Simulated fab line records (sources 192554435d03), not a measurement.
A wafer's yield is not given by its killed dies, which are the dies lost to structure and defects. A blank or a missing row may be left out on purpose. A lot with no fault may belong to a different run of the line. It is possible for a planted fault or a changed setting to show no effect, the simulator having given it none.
The same fault as seen by 2 desks	flow n5Finfet	numbers are kept per desk, each desk with only its own; the story behind them comes last

== FOR THE TOOL OWNER'S DESK: pecvd-02 ==
The tool's own readings at N5_BEOL_M8_ILD_DEP_00 (deposits SiCOH lowk from DEMS/porogen, target thk 179.75 nm, time 33.4 s): means of the sampled wafers that have a number, for each lot that ran on this tool. A lot is out of limits, marked OUT, if its mean lies more than 4 standard deviations from the usual mean; the brackets give that distance.
Columns: A = heaterPowerW at N5_BEOL_M8_ILD_DEP_00, usual 323 W; B = showerheadPlenumPTorr at N5_BEOL_M8_ILD_DEP_00, usual 5.734 Torr; C = susceptorTempC at N5_BEOL_M8_ILD_DEP_00, usual 300.03 C; D = throttleValvePct at N5_BEOL_M8_ILD_DEP_00, usual 13.9 %
lot	first seen here	A	B	C	D
L216	day 10 06:31	339	5.722	299.97	13.7
L217	day 10 10:13	311	5.738	299.88	13.7
L228	day 14 04:16	345	5.737	300.11	13.8
L232	day 14 14:43	374	5.722	300.38	13.7
L233	day 15 03:44	381	5.731	299.89	13.8
This desk's verdict: no lot among the 5 shows anything out of limits.

== METROLOGY DESK ==
Means of the sampled wafers that have a number, per lot and without regard to the tool the lot ran on: this is what the gauges read. A lot is out of limits, marked OUT, if its mean lies more than 4 standard deviations from the usual mean; the brackets give that distance. Readings shown: 7 out of 12 (the first out of limits, and those lying furthest out on some lot).
Columns: A = IOFF_P at N5_BEOL_M4_RC_MEAS_101, usual 0.21 nA/um; B = ION_N at N5_BEOL_M4_RC_MEAS_101, usual 675 uA/um; C = ION_P at N5_BEOL_M4_RC_MEAS_101, usual 464 uA/um; D = VT_N at N5_BEOL_M4_RC_MEAS_101, usual 249 mV; E = VT_P at N5_BEOL_M4_RC_MEAS_101, usual -250 mV; F = M8_ILD_THK at N5_BEOL_M8_THK_MEAS_01, usual 154.4 nm; G = M8_OVL at N5_BEOL_M8_OVL_MEAS_12, usual 0.3 nm
lot	first seen here	A	B	C	D	E	F	G
L213	day 8 08:42	0.21	680	468	252	-249	152.6	-0.5
L214	day 8 09:32	0.22	664	460	251	-247	153.0	0.5
L216	day 9 02:39	0.22	675	468	249	-251	152.3	-0.4
L217	day 9 07:42	0.21	673	463	249	-250	154.9	1.0
L219	day 10 03:05	0.22	669	464	251	-249	155.7	0.2
L220	day 10 04:53	0.24	676	470	248	-246	154.8	0.6
L222	day 10 11:20	0.28	690	472	246	-242	155.8	0.2
L228	day 12 05:31	0.19	670	458	250	-254	197.8 (+23) OUT	0.3
L232	day 13 12:38	0.18	669	456	250	-254	237.9 (+44) OUT	1.2
L233	day 13 18:02	0.31	684	478	246	-242	183.1 (+15) OUT	0.3
This desk finds L228, L232, L233 out of limits, with the earliest case on L228 at day 14 04:50 (M8_ILD_THK at N5_BEOL_M8_THK_MEAS_01). L213, L214, L216, L217, L219, L220, L222: within limits.

== BROUGHT TOGETHER ==
On L228, L232, L233, the metrology desk was in a position to raise an alarm at day 14 04:50.
The tool owner's desk saw nothing out of limits.
On record at the tool owner's desk: L228, L232, L233, within its limits.
On pecvd-02, each named lot ran N5_BEOL_M8_ILD_DEP_00.

== WHAT HAD BEEN PUT IN BY THE SIMULATOR ==
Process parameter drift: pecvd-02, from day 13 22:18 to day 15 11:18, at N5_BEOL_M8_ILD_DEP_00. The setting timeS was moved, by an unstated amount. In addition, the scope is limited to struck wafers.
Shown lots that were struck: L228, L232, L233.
Time in hours between the start of the fault and the first out-of-limits reading at each desk: metrology desk, 7.
